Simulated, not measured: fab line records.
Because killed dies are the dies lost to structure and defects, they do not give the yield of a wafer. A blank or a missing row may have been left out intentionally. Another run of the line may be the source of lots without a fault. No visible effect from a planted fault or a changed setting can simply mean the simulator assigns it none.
fab line records + flow n5Finfet
[record]
- lots = 4
- wafers = 12
- lastDay = 15
route steps=1938 shown DUMMY_GATE@248 SPACER0@258 SD_EPI_N@262 PASSIVATION@1936
lots that met no fault: from a run of the same line without faults
startH: the number of hours between the record's first day and the start of the first shown wafer of the lot + waitH: hours since the lot's step before + " as in the row above + L1.1+2: a single row standing in for several wafers + - value missing, or start not given + * or withheld: withheld + < > ~ a bound
route shown NAME@n: NAME is a module with steps in the file, n the number in the route of the first one + usual: mean/standard deviation of fault-free wafers + same: alike in all rows + chamber/n: place in a boat + sites: each site's reading + _std_site: their standard deviation + _edge_site: mean of outer sites minus mean of inner sites + radiusMm: for every site, how far away it sits from the centre of the wafer + mask NAME#n: copy n + behind: tool/chamber where the wafer was last shaped + hold: why the lot was held/for how many hours/how that ended + device: the n, p or np transistor that did not switch + end of line: the route-end tests of the same wafers + a step without rows: its recipe alone + killed: the dies lost at the first sort to structure and to defects; this is not the yield of the wafer + map: a wafer's dies, marking killed ones x, the rest . and places with no die _
set.NAME: setting as actually run; set.NAME@STEP: the setting as run at that earlier step + model.NAME: the simulator's own value behind a step, which no gauge read
lots at some steps of the route; a table a step, a row a wafer
[[steps]]
[step N5_DUMMY_GATE_ETCH_44]
[recipe]
- chemistry = HBr/O2
- overEtchFrac = 0.7
- targetDepthA = 1275
- stopOn = SiO2
- ionEnergyEv = 60
- biasW = 20
- target = poly-Si
- maskMaterial = SiO2
- pressureMtorr = 20
- icpW = 400
- HBr_flow_sccm = 120
- O2_flow_sccm = 10
[step N5_DUMMY_GATE_ETCH_42]
[recipe]
- chemistry = CHF3/O2
- target = SiO2
- targetDepthA = 35
- timeS = 31
- ionEnergyEv = 30
- biasW = 12
- pressureMtorr = 30
- sourceW = 600
- Ar_flow_sccm = 200
- CHF3_flow_sccm = 50
- O2_flow_sccm = 5
[step N5_DUMMY_GATE_STRIP_48]
[recipe]
- chemistry = N2/H2
- timeS = 20
- powerW = 100
- tempC = 40
- pressureMtorr = 100
- rfFrequencyHz = 6e+07
- biasPowerW = 3
- n2FlowSccm = 300
- h2FlowSccm = 300
[step N5_DUMMY_GATE_PRECLEAN_33]
[recipe]
- chemistry = dHF
- timeS = 10
- dilution = 750:1
- tempC = 25
[step N5_DUMMY_GATE_PRECLEAN_25]
[recipe]
- chemistry = O3/DIW
- timeS = 45
- tempC = 22
- o3Ppm = 10
[step N5_DUMMY_GATE_PRECLEAN_51]
[recipe]
- chemistry = SC2
- timeS = 45
- tempC = 35
- mix = 1:1:50
[step N5_DUMMY_GATE_SRD_26]
[recipe]
- dry = ipaMarangoni
- timeS = 30
- tempC = 23
- rinseLiquid = diw
[step N5_DUMMY_GATE_UV_OZONE_45]
[recipe]
- timeS = 120
- pressureTorr = 760
- tempC = 25
[step N5_SPACER0_ALD_07]
[recipe]
- material = SiNx
- targetThkA = 20
- tempC = 400
- aldPrecursorFamily = SiH2I2
- aldCoReactant = N2/H2-plasma
- pressureTorr = 2
[step N5_SPACER0_ALD_00]
[recipe]
- material = SiOCN
- targetThkA = 35
- tempC = 400
- aldPrecursorFamily = alkyl-aminosilane
- aldCoReactant = O2/N2-plasma
- pulseTimeS = 3
- purgeTimeS = 2
- coReactantPurgeTimeS = 2
- aldCycles = 58
- pressureTorr = 2
[step N5_SPACER0_ALD_08]
[recipe]
- material = SiNx
- targetThkA = 20
- tempC = 400
- aldPrecursorFamily = SiH2I2
- aldCoReactant = N2/H2-plasma
- pressureTorr = 2
[usual]
- heaterPowerW = 806/100
| lot.wafer | tool      | chamber | startH | waitH | heaterPowerW |
|-----------|-----------|---------|--------|-------|--------------|
| L425.2    | aldSin-04 | 0       | 84.66  | 0.1   | 727          |
| L425.3    | "         | 2       | "      | "     | 631          |
| L425.6    | "         | 1       | "      | "     | 821          |
| L429.4    | aldSin-01 | 3       | 111.63 | 0.1   | 902          |
| L429.5    | "         | 0       | "      | "     | 787          |
| L429.6    | "         | 1       | "      | "     | 799          |
| L430.4    | aldSin-01 | 3       | 116.65 | 0.1   | 867          |
| L430.5    | "         | 1       | "      | "     | 791          |
| L430.6    | "         | 0       | "      | "     | 810          |
| L436.3    | aldSin-01 | 2       | 149.34 | 0.1   | 844          |
| L436.4    | "         | 0       | "      | "     | 790          |
| L436.5    | "         | 0       | "      | "     | 788          |
[step N5_SD_EPI_N_COAT_32]
[recipe]
- resist = SOC
- tempC = 250
- timeS = 60
- spinRpm = 1500
- resistThkNm = 350
[step N5_SD_EPI_N_COAT_33]
[recipe]
- resist = SiARC
- tempC = 220
- timeS = 60
- spinRpm = 1500
- resistThkNm = 35
[step N5_SD_EPI_N_COAT_03]
[recipe]
- resist = CAR-ArF-block
- spinRpm = 1500
- resistThkNm = 150
[step N5_SD_EPI_N_EBR_05]
[recipe]
- solvent = PGMEA
- ebrWidthMm = 1.5
[step N5_SD_EPI_N_SOFTBAKE_04]
[recipe]
- tempC = 110
- timeS = 60
- resist = CAR-ArF-block
[step N5_SD_EPI_N_EXPOSE_06]
[recipe]
- maskId = SD_N_BLK
- na = 1.35
- sourceShape = conventional
- sigmaOuter = 0.8
- polarization = unpolarized
- targetCdNm = 120
- doseMj = 39.75
[step N5_SD_EPI_N_PEB_07]
[recipe]
- pebTempC = 110
- pebTimeS = 60
- resist = CAR-ArF-block
[step N5_SD_EPI_N_DEVELOP_08]
[recipe]
- developTimeS = 30
- developer = TMAH
- resist = CAR-ArF-block
- devTempC = 23
- rinseLiquid = diw
- dry = airSpin
[step N5_SD_EPI_N_DESCUM_14]
[recipe]
- chemistry = O2
- timeS = 7.9
- sourcePowerW = 50
- biasPowerW = 20
- pressureMtorr = 20
- rfFrequencyHz = 2.712e+07
- tempC = 40
- resist = CAR-ArF-block
- o2FlowSccm = 225
[step N5_SD_EPI_N_ETCH_34]
[recipe]
- chemistry = CF4
- target = SiARC
- targetDepthA = 455
- maskMaterial = CAR-ArF-block
- timeS = 75.8
- ionEnergyEv = 80
- pressureMtorr = 40
- sourceW = 545
- biasW = 36
- Ar_flow_sccm = 100
- cf4FlowSccm = 100
- ends = cleared
[step N5_SD_EPI_N_ETCH_35]
[recipe]
- chemistry = N2/H2
- target = SOC
- overetchA = 1080
- maskMaterial = SiARC
- tempC = 40
- ionEnergyEv = 100
- sourceW = 3000
- biasW = 133
- pressureMtorr = 20
- timeS = 486
- n2FlowSccm = 200
- h2FlowSccm = 200
[step N5_SD_EPI_N_STRIP_36]
[recipe]
- chemistry = N2/H2
- tempC = 40
- n2FlowSccm = 200
- h2FlowSccm = 200
- rfFrequencyHz = 6e+07
[step N5_SD_EPI_N_ETCHBACK_44]
[recipe]
- chemistry = CH3F/O2
- mode = anisotropicEtchback
- target = SiNx
- targetDepthA = 145
- stopOn = SiO2
- overEtchFrac = 0.3
- ionEnergyEv = 120
- pressureMtorr = 30
- sourceW = 395
- biasW = 73
- Ar_flow_sccm = 150
- CH3F_flow_sccm = 30
- O2_flow_sccm = 20
[step N5_SD_EPI_N_ETCH_45]
[recipe]
- chemistry = CH3F/O2
- target = SiOCN
- targetDepthA = 60
- maskMaterial = SOC
- ionEnergyEv = 60
- biasW = 29
- pressureMtorr = 15
- sourceW = 410
- Ar_flow_sccm = 150
- CH3F_flow_sccm = 30
- O2_flow_sccm = 20
[step N5_SD_EPI_N_ETCH_16]
[recipe]
- chemistry = CHF3/O2
- target = SiO2
- targetDepthA = 50
- maskMaterial = SOC
- pressureMtorr = 30
- sourceW = 650
- biasW = 170
- Ar_flow_sccm = 200
- CHF3_flow_sccm = 50
- O2_flow_sccm = 5
- ionEnergyEv = 200
[step N5_SD_EPI_N_STRIP_47]
[recipe]
- chemistry = CHF3/O2
- resist = SiARC
- rfFrequencyHz = 6e+07
[step N5_SD_EPI_N_SD_RECESS_17]
[recipe]
- chemistry = HBr/Cl2/O2
- targetDepthA = 410
- maskMaterial = SOC
- timeS = 23.7
- btTimeS = 3
- pressureMtorr = 10
- icpW = 800
- biasW = 112
- HBr_flow_sccm = 150
- Cl2_flow_sccm = 80
- O2_flow_sccm = 12
[step N5_SD_EPI_N_STRIP_38]
[recipe]
- chemistry = N2/H2
- powerW = 1000
- tempC = 250
- h2Frac = 0.65
- overashFraction = 0.3
- pressureMtorr = withheld
- n2FlowSccm = 1750
- h2FlowSccm = 3250
[step N5_SD_EPI_N_WET_ETCH_43]
[recipe]
- chemistry = dHF
- dilution = withheld
- timeS = 14
- target = SiO2
- targetDepthA = 15
- tempC = 25
[step N5_SD_EPI_N_STRIP_18]
[recipe]
- chemistry = SPM
- timeS = 750
- tempC = 130
- h2so4H2o2VolRatio = 4
[step N5_SD_EPI_N_SRD_20]
[recipe]
- dry = ipaMarangoni
- doPpb = 5
- timeS = 30
- tempC = 23
- rinseLiquid = diw
[step N5_SD_EPI_N_PRECLEAN_48]
[recipe]
- chemistry = NF3:NH3
- afsCycles = 2
- tempC = 30
- timeS = 20
- sublimationTempC = 180
- sublimationTimeS = 60
- pressureTorr = 3
- rfPowerW = 30
[step N5_SD_EPI_N_VAPOR_ETCH_50]
[recipe]
- chemistry = HCl
- target = Si
- tempC = 775
- timeS = 54
- pressureTorr = 20
- mode = isotropic
[step N5_SD_EPI_N_EPI_21]
[recipe]
- material = Si:P
- dopant = P
- tempC = 680
- pressureTorr = 255
- timeS = 690
[step N5_PASSIVATION_PROBE_49]
[usual]
- defectLimitedYield = 91.3/1.5
- killed_at_M0_to_M3 = 34/11
- killed_at_M4_up = 14/6.1
- killedAtContacts = 12/5.9
- killedAtFrontEnd = 39/11
- killedAtOther = 4/3.3
- killedDies = 102/18
- killedOnRim = 13/3.8
- killedOpen = 67/13
- killedShort = 33/7.9
- sort_bin_5_function = 5.1/1
- sort_bin_6_memory = 3.3/0.7
- sort_bin_8_speed = 0.1/0.69
- sortNPass = 1077/19
- sortYieldPct = 91.3/1.6
[same]
- grossDies = 1180
- killedAtBackSide = 0
- sort_bin_4_leakage[%] = 0
| lot.wafer | tool      | chamber | startH | waitH | defectLimitedYield[%] | killed_at_M0_to_M3 | killed_at_M4_up | killedAtContacts | killedAtFrontEnd | killedAtOther | killedDies | killedOnRim | killedOpen | killedShort | sort_bin_5_function[%] | sort_bin_6_memory[%] | sort_bin_8_speed[%] | sortNPass | sortYieldPct[%] |
|-----------|-----------|---------|--------|-------|-----------------------|--------------------|-----------------|------------------|------------------|---------------|------------|-------------|------------|-------------|------------------------|----------------------|---------------------|-----------|-----------------|
| L425.2    | prober-02 | -       | 299.35 | 0.1   | 91.8                  | 35                 | 10              | 11               | 34               | 7             | 97         | 11          | 66         | 31          | 5.2                    | 2.7                  | 0                   | 1083      | 91.8            |
| L425.3    | prober-02 | -       | 299.40 | 0.1   | 89.7                  | 47                 | 15              | 7                | 53               | 0             | 122        | 15          | 68         | 52          | 5.2                    | 4.7                  | 0                   | 1058      | 89.7            |
| L425.6    | prober-02 | -       | 299.55 | 0.3   | 89.3                  | 54                 | 9               | 17               | 43               | 3             | 126        | 14          | 82         | 43          | 6.2                    | 4.2                  | 0                   | 1054      | 89.3            |
| L429.4    | prober-02 | -       | 320.20 | 0.2   | 91.5                  | 29                 | 11              | 13               | 40               | 7             | 100        | 14          | 56         | 39          | 5.1                    | 3.1                  | 0                   | 1080      | 91.5            |
| L429.5    | prober-02 | -       | 320.25 | 0.2   | 90.9                  | 31                 | 20              | 14               | 38               | 4             | 107        | 16          | 71         | 35          | 5.4                    | 3.1                  | 0                   | 1073      | 90.9            |
| L429.6    | prober-02 | -       | 320.30 | 0.3   | 91.6                  | 26                 | 12              | 11               | 46               | 4             | 99         | 12          | 60         | 31          | 5.2                    | 3.0                  | 0                   | 1081      | 91.6            |
| L430.4    | prober-01 | -       | 328.22 | 0.2   | 90.1                  | 40                 | 10              | 7                | 53               | 7             | 117        | 45          | 44         | 35          | 4.6                    | 2.1                  | 0                   | 1063      | 90.1            |
| L430.5    | prober-01 | -       | 328.27 | 0.2   | 86.8                  | 46                 | 16              | 19               | 66               | 9             | 156        | 42          | 81         | 40          | 7.0                    | 3.0                  | 0                   | 1024      | 86.8            |
| L430.6    | prober-01 | -       | 328.32 | 0.3   | 87.2                  | 42                 | 9               | 11               | 81               | 8             | 151        | 55          | 67         | 38          | 5.4                    | 3.4                  | 0                   | 1029      | 87.2            |
| L436.3    | prober-01 | -       | 370.14 | 0.1   | 88.7                  | 29                 | 10              | 11               | 78               | 5             | 133        | 47          | 49         | 28          | 4.3                    | 2.2                  | 0.1                 | 1046      | 88.6            |
| L436.4    | prober-01 | -       | 370.19 | 0.2   | 88.6                  | 27                 | 10              | 3                | 93               | 1             | 134        | 64          | 49         | 20          | 3.2                    | 2.6                  | 0                   | 1046      | 88.6            |
| L436.5    | prober-01 | -       | 370.24 | 0.2   | 87.0                  | 23                 | 11              | 21               | 91               | 7             | 153        | 53          | 59         | 39          | 4.5                    | 3.6                  | 0                   | 1027      | 87.0            |
// killed by level:class
L425.2 BEOL_M2:geometricParticle:open=16 BEOL_M3:geometricParticle:open=10 GATE_CUT:geometricParticle:short=9 MOL_CONTACT_COAG:geometricParticle:open=7 GATE_CUT:geometricParticle:open=6 FIN_SAQP:geometricParticle:open=4 MOL_CONTACT_COAG:geometricParticle:short=4 DUMMY_GATE:geometricParticle:open=3
L425.3 FIN_SAQP:geometricParticle:short=16 BEOL_M3:geometricParticle:open=12 GATE_CUT:geometricParticle:open=8 FIN_SAQP:geometricParticle:open=7 GATE_CUT:geometricParticle:short=7 BEOL_M0_SAQP:geometricParticle:short=6 BEOL_M2:geometricParticle:open=6 STARTING-WAFER:geometricParticle:short=6
L425.6 BEOL_M2:geometricParticle:open=20 MOL_CONTACT_COAG:geometricParticle:open=13 FIN_SAQP:geometricParticle:short=10 FIN_SAQP:geometricParticle:open=8 BEOL_M0:geometricParticle:open=8 BEOL_M3:geometricParticle:open=8 GATE_CUT:geometricParticle:short=6 BEOL_M2:geometricParticle:short=5
L429.4 MOL_CONTACT_COAG:geometricParticle:open=10 STI_FIN_REVEAL:geometricParticle:open=10 BEOL_M0_SAQP:geometricParticle:open=8 DUMMY_GATE:geometricParticle:short=7 BEOL_M0_SAQP:geometricParticle:short=6 DUMMY_GATE:geometricParticle:open=5 BEOL_M1:geometricParticle:open=5 BEOL_M1:geometricParticle:short=4
L429.5 MOL_CONTACT_COAG:geometricParticle:open=11 BEOL_M4:geometricParticle:open=11 DUMMY_GATE:geometricParticle:open=10 BEOL_M0_SAQP:geometricParticle:short=10 GATE_CUT:geometricParticle:short=6 GATE_CUT:geometricParticle:open=5 BEOL_M0_SAQP:geometricParticle:open=5 BEOL_M0:geometricParticle:open=5
L429.6 STI_FIN_REVEAL:geometricParticle:open=9 FIN_SAQP:geometricParticle:short=8 MOL_CONTACT_COAG:geometricParticle:open=8 GATE_CUT:geometricParticle:short=6 BEOL_M0_SAQP:geometricParticle:open=6 BEOL_M0_SAQP:geometricParticle:short=6 BEOL_M1:geometricParticle:open=6 BEOL_M4:geometricParticle:open=5
L430.4 SPACER0:areaAld=37 BEOL_M0_SAQP:geometricParticle:short=9 BEOL_M0_SAQP:geometricParticle:open=7 BEOL_M1:geometricParticle:open=7 BEOL_M4:geometricParticle:open=6 MOL_CONTACT_COAG:geometricParticle:open=5 BEOL_M3:geometricParticle:open=4 FIN_SAQP:geometricParticle:short=3
L430.5 SPACER0:areaAld=33 MOL_CONTACT_COAG:geometricParticle:open=18 BEOL_M0_SAQP:geometricParticle:short=13 STI_FIN_REVEAL:geometricParticle:open=10 BEOL_M4:geometricParticle:open=10 FIN_SAQP:geometricParticle:open=8 GATE_CUT:geometricParticle:short=7 BEOL_M0_SAQP:geometricParticle:open=6
L430.6 SPACER0:areaAld=46 BEOL_M0_SAQP:geometricParticle:short=9 BEOL_M1:geometricParticle:open=8 GATE_CUT:geometricParticle:short=7 STI_FIN_REVEAL:geometricParticle:open=7 MOL_CONTACT_COAG:geometricParticle:open=7 BEOL_M0_SAQP:geometricParticle:open=7 BEOL_M2:geometricParticle:open=6
L436.3 SPACER0:areaAld=53 BEOL_M3:geometricParticle:open=11 MOL_CONTACT_COAG:geometricParticle:open=8 FIN_SAQP:geometricParticle:short=6 BEOL_M2:geometricParticle:open=5 STI_FIN_REVEAL:geometricParticle:open=4 BEOL_M0_SAQP:geometricParticle:open=4 DUMMY_GATE:geometricParticle:open=3
L436.4 SPACER0:areaAld=63 BEOL_M1:geometricParticle:open=12 FIN_SAQP:geometricParticle:short=10 FIN_SAQP:geometricParticle:open=6 BEOL_M0:geometricParticle:open=6 DUMMY_GATE:geometricParticle:open=4 STI_FIN_REVEAL:geometricParticle:open=3 STARTING-WAFER:geometricParticle:open=3
L436.5 SPACER0:areaAld=51 FIN_SAQP:geometricParticle:short=19 MOL_CONTACT_COAG:geometricParticle:open=18 BEOL_M0_SAQP:geometricParticle:open=8 BEOL_M0_SAQP:geometricParticle:short=7 MOL_CONTACT_COAG:geometricParticle:short=3 STI_FIN_REVEAL:geometricParticle:open=3 BEOL_M2:geometricParticle:open=3
// map L430.5 (x killed, . not)
_________________x..x........________________
______________x.....x..........._____________
___________x...x.........x.......x.__________
__________xx.................x....x._________
________......................x......._______
_______................................______
______.x.............x..x.......x.....xx_____
_____..xxx.............x..x...x..........____
____...........................xx.....x.xx___
___.x.x............xx......x......x.......x__
___.............x.....x.x...........x..x..x__
__xx...........x..........................x._
__x.x.xxx................x........x......x.._
_x.............x.x......x..x..x............xx
_......x...............................x.....
_...x.........x....x..x......xx............x.
_...................x..............x......x..
_..x.x..........x.xx.x.x.............x.x.....
_...........x......x..x.....x................
_....................x.x..........x.....x..x.
_x.x.........................x...x.x......xx.
__x........................................x_
__.............x............................_
___....x.........x....x.......x..........x.__
___x.x....................x..x.....x......x__
____x.xx...............xx...x............x___
_____.....x......x...............x..x.x.x____
______x..x................x..x........x._____
_______..x......x.....x....x...x.......______
________.....x.x......x....x........xx_______
__________x....................x...._________
___________.x........x.x..x..x..x..__________
______________....xx...........x_____________
_________________x........x..________________
// map L436.5 (x killed, . not)
_________________...x..xxx.x.________________
______________.....x...x........_____________
___________x..x.x...x..x.........xx__________
__________x.....x..........x.......x_________
________x........x..........x........._______
_______x...............................______
______.x.....x..x..x...................x_____
_____x......x...................x......x.____
____xx....x..x.............x.x...........x___
___x.....xx.........................x......__
___............x......................x.xxx__
__x.............x......x...................x_
__.........x...x.......x....x..........x.x.._
_x.................x......x..x...x...........
_x......x....x.......x.......................
_................x............x.............x
_x......................x........x........x..
_...x..........................x..........xx.
_.......x...........x............x.........xx
_x.x..x............................x.....x...
_...........x....................x...........
__x....x........x......x.......x..........x._
__...........x....x.....x...x.......x......x_
___.....x..x.............x...........x...x.__
___x...x...........x.........x..........x..__
____...............x....x....x......x..xxx___
_____.x.........x........................____
______.........x.......x......x.....x.xx_____
_______..x...............x.....xx......______
________x....................x..x...x._______
__________.x..x..........xx.....xx.._________
___________x........x...........xx.__________
______________..x..............x_____________
_________________xxxx...x.x.x________________
[[key]]
[firstSign]
- step = N5_PASSIVATION_PROBE_49
- reading = killedAtFrontEnd
- direction = up
- sigmas = 3.6
- usual = 39
- struck = 77
[effect]
- step = N5_PASSIVATION_PROBE_49
- reading = defectLimitedYield
- direction = down
- sigmas = 2.1
- usual = 91.3
- struck = 88.1
- wafersMoved = 5
[moreKillsBornAt]
- N5_SPACER0_ALD_08@aldSin-01 = 283
metAt N5_SPACER0_ALD_08
struckWafers L430.4,L430.5,L430.6,L436.3,L436.4,L436.5
onsetBetween 111.63 116.65
alsoFits time
[fault]
- kind = siteProfileDrift
- tool = aldSin-01
- chamber = -
- onsetH = 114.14
- steps = N5_SPACER0_ALD_08
- basis = fraction
- maxAbsDrift = 0.33004
- slopeSharePerHr = 73.342
- sitePattern = 0,0,0,0,0,-1,-1,-1,-1
